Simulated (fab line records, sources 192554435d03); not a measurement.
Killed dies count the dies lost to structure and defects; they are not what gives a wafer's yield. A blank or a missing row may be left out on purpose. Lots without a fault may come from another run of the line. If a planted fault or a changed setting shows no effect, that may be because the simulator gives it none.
Split-lot trial | flow n5Finfet | 7 lots, 39 wafers read, on a route of 1938 steps

## SPLIT DETAILS
At N5_STI_FIN_REVEAL_ALD_00 (deposits SiO2, target thk 1 nm, pulse time 1 s), the setting targetThkA was moved away from the recipe's 10 angstrom on 18 of the 39 wafers read, by -60.0% to +33.2%. The other wafers ran this setting at the recipe's value.

The reading comes from the split's own step.

## THE READING
SiO2_of_STI_FIN_REVEAL_ALD_00.thkNm (the simulator's own value, which no gauge read), in nm, at N5_STI_FIN_REVEAL_ALD_00 (deposits SiO2, target thk 1 nm, pulse time 1 s). The file does not state a usual value for it.

wafer  | tool, chamber at the split | targetThkA as run, angstrom | against the recipe | SiO2_of_STI_FIN_REVEAL_ALD_00.thkNm, nm | against lot-mates on the recipe
L079.1 | aldSin-02, 2,1,0           | 10                          | recipe             | 1                                       | -
L079.4 | aldSin-02, 2,1,0           | 10                          | recipe             | 1                                       | -
L079.5 | aldSin-02, 2,1,0           | 10                          | recipe             | 1                                       | -
L079.2 | aldSin-02, 0,3,3           | 4.191                       | -58.1%             | 0.4                                     | -0.6
L079.3 | aldSin-02, 0,3,3           | 4.191                       | -58.1%             | 0.4                                     | -0.6
L079.6 | aldSin-02, 0,3,3           | 4.191                       | -58.1%             | 0.4                                     | -0.6
L080.1 | aldSin-04, 2,3,3           | 10                          | recipe             | 1                                       | -
L080.3 | aldSin-04, 2,3,3           | 10                          | recipe             | 1                                       | -
L080.6 | aldSin-04, 2,3,3           | 10                          | recipe             | 1                                       | -
L080.2 | aldSin-04, 0,1,2           | 6.379                       | -36.2%             | 0.6                                     | -0.4
L080.4 | aldSin-04, 0,1,2           | 6.379                       | -36.2%             | 0.6                                     | -0.4
L080.5 | aldSin-04, 0,1,2           | 6.379                       | -36.2%             | 0.6                                     | -0.4
L087.2 | aldSin-02, 1,2,1           | 10                          | recipe             | 1                                       | -
L087.3 | aldSin-02, 1,2,1           | 10                          | recipe             | 1                                       | -
L087.5 | aldSin-02, 1,2,1           | 10                          | recipe             | 1                                       | -
L089.1 | aldSin-01, 2,1,0           | 13.32                       | +33.2%             | 1.4                                     | +0.4
L089.2 | aldSin-01, 2,1,0           | 13.32                       | +33.2%             | 1.4                                     | +0.4
L089.4 | aldSin-01, 2,1,0           | 13.32                       | +33.2%             | 1.4                                     | +0.4
L089.3 | aldSin-01, 3,0,3           | 10                          | recipe             | 1                                       | -
L089.5 | aldSin-01, 3,0,3           | 10                          | recipe             | 1                                       | -
L089.6 | aldSin-01, 3,0,3           | 10                          | recipe             | 1                                       | -
L092.1 | aldSin-04, 2,3,0           | 10                          | recipe             | 1                                       | -
L092.4 | aldSin-04, 2,3,0           | 10                          | recipe             | 1                                       | -
L092.5 | aldSin-04, 2,3,0           | 10                          | recipe             | 1                                       | -
L092.2 | aldSin-04, 1,0,1           | 4.005                       | -60.0%             | 0.4                                     | -0.6
L092.3 | aldSin-04, 1,0,1           | 4.005                       | -60.0%             | 0.4                                     | -0.6
L092.6 | aldSin-04, 1,0,1           | 4.005                       | -60.0%             | 0.4                                     | -0.6
L096.1 | aldSin-01, 0,3,2           | 10                          | recipe             | 1                                       | -
L096.3 | aldSin-01, 0,3,2           | 10                          | recipe             | 1                                       | -
L096.4 | aldSin-01, 0,3,2           | 10                          | recipe             | 1                                       | -
L096.2 | aldSin-01, 1,3,2           | 8.391                       | -16.1%             | 0.8                                     | -0.2
L096.5 | aldSin-01, 1,3,2           | 8.391                       | -16.1%             | 0.8                                     | -0.2
L096.6 | aldSin-01, 1,3,2           | 8.391                       | -16.1%             | 0.8                                     | -0.2
L097.1 | aldSin-04, 0,3,1           | 6.102                       | -39.0%             | 0.6                                     | -0.4
L097.3 | aldSin-04, 0,3,1           | 6.102                       | -39.0%             | 0.6                                     | -0.4
L097.5 | aldSin-04, 0,3,1           | 6.102                       | -39.0%             | 0.6                                     | -0.4
L097.2 | aldSin-04, 2,1,0           | 10                          | recipe             | 1                                       | -
L097.4 | aldSin-04, 2,1,0           | 10                          | recipe             | 1                                       | -
L097.6 | aldSin-04, 2,1,0           | 10                          | recipe             | 1                                       | -
Rows listing several chambers each stand for several wafers; the file does not say which wafer went through which chamber.

THE FIT
A straight line over all 39 wafers: SiO2_of_STI_FIN_REVEAL_ALD_00.thkNm changes by +0.0106 nm for each +1% of targetThkA; r = +1.00; the points scatter about the line by 0.02 nm.
The same after taking each lot's own level away (the mean of its wafers on the recipe; 39 wafers): +0.0106 nm for each +1%; r = +1.00; scatter 0.02 nm.
According to that fit, moving targetThkA by its largest amount changes the reading by 0.64 nm.
The lots' own levels span 1.00 to 1.00 nm.
Hence the lot-to-lot level has little effect on the slope; both slopes agree.
Check: with one of the wafers moved furthest among these (-60.0%) left out of the fit, the line predicts -0.634 nm for it against its lot-mates. Against them it came out at -0.6 nm.

## OTHER SPLITS ON THESE WAFERS
Other splits were also applied to these wafers ahead of the reading. Each is held against what the fit with the lots' levels taken away leaves over:
other split on the same wafers          | wafers away from the commonest value | r with SiO2_of_STI_FIN_REVEAL_ALD_00.thkNm (lot level and that fit taken away)
N5_PMOS_HMC_CHANNEL_EPI_HM_DEP_34 timeS | 15                                   | -0.12

## FILE'S OWN FIT
SiO2_of_STI_FIN_REVEAL_ALD_00.thkNm changes by +0.0105 nm for each +1% of targetThkA, r = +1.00.
